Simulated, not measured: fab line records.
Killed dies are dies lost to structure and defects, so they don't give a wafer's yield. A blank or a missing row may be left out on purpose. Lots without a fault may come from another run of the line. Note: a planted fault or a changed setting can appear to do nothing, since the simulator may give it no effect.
Chamber matching + flow nand-harc + pecvd-03 running NHARC_A_STAIRCASE_DEP_280: 3 sister chambers
The step deposits SiON, target thk 30 nm. 16 wafers are shown with their chamber, then 8 later ones without.

## WAFERS, EACH WITH ITS CHAMBER
| wafer  | chamber | heater-power-w (W) | heater-power-outer-w (W) |
|--------|---------|--------------------|--------------------------|
| L076.2 | 0       | 578                | 334                      |
| L076.3 | 1       | 765                | 463                      |
| L076.4 | 2       | 795                | 431                      |
| L078.1 | 1       | 641                | 362                      |
| L078.3 | 0       | 533                | 321                      |
| L078.5 | 1       | 650                | 377                      |
| L077.2 | 1       | 649                | 378                      |
| L077.5 | 0       | 569                | 324                      |
| L077.6 | 1       | 647                | 372                      |
| L081.1 | 2       | 757                | 403                      |
| L081.2 | 0       | 545                | 332                      |
| L081.3 | 1       | 671                | 397                      |
| L082.3 | 2       | 849                | 464                      |
| L082.4 | 0       | 572                | 336                      |
| L082.5 | 2       | 829                | 452                      |
| L085.2 | 0       | 486                | 277                      |

SIGNATURES, as means of the wafers listed above
| reading              | chamber 0 | chamber 1 | chamber 2 | scatter within a chamber |
|----------------------|-----------|-----------|-----------|--------------------------|
| heater-power-w       | 547.17    | 670.50    | 807.50    | 41.2                     |
| heater-power-outer-w | 320.67    | 391.50    | 437.50    | 29.6                     |
Rule: for a wafer and a chamber, the distance is found by dividing, reading by reading, the gap between the wafer's reading and the chamber's mean by the reading's scatter, squaring, summing and taking the root. The wafer belongs to the nearest chamber; if the next one is less than 2 further off, it can't be placed. How the scatter is found: for the shown wafers, subtract from each reading the mean of its chamber, square and add these, divide the total by (wafers less chambers), then take the root.

## WAFERS WITH NO CHAMBER GIVEN
| wafer  | heater-power-w (W) | heater-power-outer-w (W) |
|--------|--------------------|--------------------------|
| L085.3 | 713                | 422                      |
| L085.4 | 728                | 424                      |
| L088.2 | 587                | 359                      |
| L088.3 | 809                | 427                      |
| L088.5 | 802                | 424                      |
| L096.1 | 773                | 466                      |
| L096.5 | 775                | 463                      |
| L096.6 | 858                | 488                      |

## WHICH CHAMBER EACH ONE RAN IN
| wafer  | from the rows above     | in truth                   |
|--------|-------------------------|----------------------------|
| L085.3 | can't be placed: 1 or 2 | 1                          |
| L085.4 | can't be placed: 1 or 2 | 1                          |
| L088.2 | can't be placed: 0 or 1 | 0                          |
| L088.3 | 2                       | 2                          |
| L088.5 | 2                       | 2                          |
| L096.1 | 2                       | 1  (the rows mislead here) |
| L096.5 | 2                       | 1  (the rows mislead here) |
| L096.6 | 2                       | 2                          |
Correct placement for 3 of the 8. From these rows, 3 cannot be placed; in 3 the true chamber is one of the candidates. 2 placed wrongly.
